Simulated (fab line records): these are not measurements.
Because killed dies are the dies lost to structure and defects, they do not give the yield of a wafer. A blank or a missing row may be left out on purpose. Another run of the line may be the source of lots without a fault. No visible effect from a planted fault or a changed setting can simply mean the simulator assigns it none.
Matching of chambers | flow nand-harc | NHARC_A_CHANNEL_FILL_D2_CMP_10 on cmp-03 has 4 sister chambers
The step polishes, target thk 150 nm. 20 wafers are shown with their chamber, then 10 later ones without.

== WAFERS PAIRED WITH THEIR CHAMBERS ==
wafer  | chamber | motor-current-A (A) | slurry-filter-dp-kPa (kPa) | time-to-endpoint-s (s)
L075.2 | 3       | 13.7                | 13.53                      | 14.5
L075.3 | 2       | 12.5                | 13.71                      | 12.7
L075.4 | 1       | 10.1                | 13.51                      | 15.5
L076.1 | 2       | 12.3                | 13.43                      | 15.1
L076.2 | 0       | 13.4                | 13.59                      | 16.8
L076.5 | 1       | 9.9                 | 13.29                      | 16.6
L083.1 | 3       | 13.5                | 13.50                      | 14.0
L083.2 | 0       | 14.3                | 13.59                      | 13.5
L083.5 | 1       | 10.0                | 13.20                      | 14.1
L084.3 | 3       | 12.7                | 13.62                      | 16.6
L084.5 | 2       | 12.6                | 13.39                      | 15.6
L084.6 | 1       | 9.8                 | 13.33                      | 15.1
L086.2 | 2       | 12.8                | 13.60                      | 15.1
L086.3 | 0       | 13.8                | 13.54                      | 14.5
L086.6 | 0       | 13.3                | 13.47                      | 14.8
L088.4 | 3       | 13.5                | 13.84                      | 11.9
L088.5 | 0       | 14.2                | 13.60                      | 15.5
L088.6 | 1       | 9.7                 | 13.12                      | 15.1
L094.1 | 0       | 13.7                | 13.85                      | 17.3
L094.3 | 1       | 9.9                 | 13.58                      | 16.7

SIGNATURES (means of the wafers above)
reading              | chamber 0 | chamber 1 | chamber 2 | chamber 3 | scatter within a chamber
motor-current-A      | 13.783    | 9.900     | 12.550    | 13.350    | 0.321
slurry-filter-dp-kPa | 13.6067   | 13.3383   | 13.5325   | 13.6225   | 0.154
time-to-endpoint-s   | 15.400    | 15.517    | 14.625    | 14.250    | 1.4
Rule: for each reading, subtract the chamber's mean from the wafer's reading, divide by that reading's scatter and square the result; add these up over the readings and take the root, which gives the wafer's distance from the chamber. If the next closest chamber is less than 2 further off than the closest, the wafer can't be placed; otherwise it belongs to the closest. How the scatter is found: for the shown wafers, subtract from each reading the mean of its chamber, square and add these, divide the total by (wafers less chambers), then take the root.

== WAFERS WITH NO CHAMBER GIVEN ==
wafer  | motor-current-A (A) | slurry-filter-dp-kPa (kPa) | time-to-endpoint-s (s)
L094.6 | 10.1                | 13.36                      | 17.4
L095.1 | 13.8                | 13.56                      | 12.9
L095.4 | 11.7                | 13.47                      | 12.6
L095.5 | 12.1                | 13.37                      | 11.6
L096.1 | 13.2                | 13.56                      | 17.3
L096.3 | 13.1                | 13.49                      | 17.0
L096.4 | 9.9                 | 13.68                      | 17.4
L097.2 | 9.7                 | 13.71                      | 11.8
L097.4 | 12.8                | 13.53                      | 14.4
L097.5 | 12.0                | 13.58                      | 12.5

== CHAMBER TAKEN BY EACH ==
wafer  | from the rows above          | in truth
L094.6 | 1                            | 1
L095.1 | can't be placed: 3 or 0      | 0
L095.4 | 2                            | 2
L095.5 | can't be placed: 2 or 3      | 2
L096.1 | can't be placed: 3 or 0 or 2 | 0
L096.3 | can't be placed: 3 or 2 or 0 | 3
L096.4 | 1                            | 1
L097.2 | 1                            | 1
L097.4 | can't be placed: 2 or 3      | 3
L097.5 | 2                            | 2
5 of 10 placed correctly. Unplaceable from these rows: 5, with the true chamber sitting among the candidates in 5. Wrongly placed: 0.
